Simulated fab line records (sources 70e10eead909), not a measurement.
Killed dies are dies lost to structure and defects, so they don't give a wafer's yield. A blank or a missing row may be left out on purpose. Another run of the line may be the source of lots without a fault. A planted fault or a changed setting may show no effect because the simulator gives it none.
Chamber matching | flow nandHarc | 4 sister chambers for NHARC_A_STAIRCASE_ALD_420 on aldHk-01
The step deposits SiO2, target thk 20 nm, pulse time 6 s, ald cycles 200. 8 wafers are shown with their chamber, then 7 later ones without.

## WAFERS PAIRED WITH THEIR CHAMBERS
wafer  | chamber | heaterPowerW (W) | precursorPulseHeightRel
L074.4 | 2       | 437              | 1.033
L087.1 | 2       | 431              | 1.005
L087.2 | 3       | 502              | 0.981
L088.1 | 0       | 453              | 0.991
L088.3 | 3       | 502              | 1.002
L088.4 | 1       | 540              | 0.996
L096.1 | 0       | 450              | 1.000
L096.3 | 1       | 546              | 0.981

## WAFERS WITHOUT THEIR CHAMBER
wafer  | heaterPowerW (W) | precursorPulseHeightRel
L096.4 | 510              | 0.983
L093.2 | 435              | 0.986
L093.4 | 515              | 1.029
L093.6 | 441              | 0.995
L097.1 | 531              | 0.934
L097.4 | 456              | 1.023
L097.5 | 510              | 0.985

## THE CHAMBER EACH PASSED THROUGH
wafer  | from the rows above     | in truth
L096.4 | 3                       | 3
L093.2 | 2                       | 2
L093.4 | 3                       | 3
L093.6 | can't be placed: 2 or 0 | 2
L097.1 | 1                       | 1
L097.4 | 0                       | 0
L097.5 | 3                       | 3
Placed correctly: 6 of 7. Not placeable from these rows: 1 (in 1, the candidates include the true chamber). Placed wrongly: 0.
How it was worked out, from the rows above alone: a wafer's distance from a chamber is the root of the sum, over the readings, of the square of ((its reading less the chamber's mean) divided by the reading's scatter). If the next closest chamber is less than 2 further off than the closest, the wafer can't be placed; otherwise it belongs to the closest. For every chamber, the mean is computed from those of its wafers that are shown. How the scatter is found: for the shown wafers, subtract from each reading the mean of its chamber, square and add these, divide the total by (wafers less chambers), then take the root.
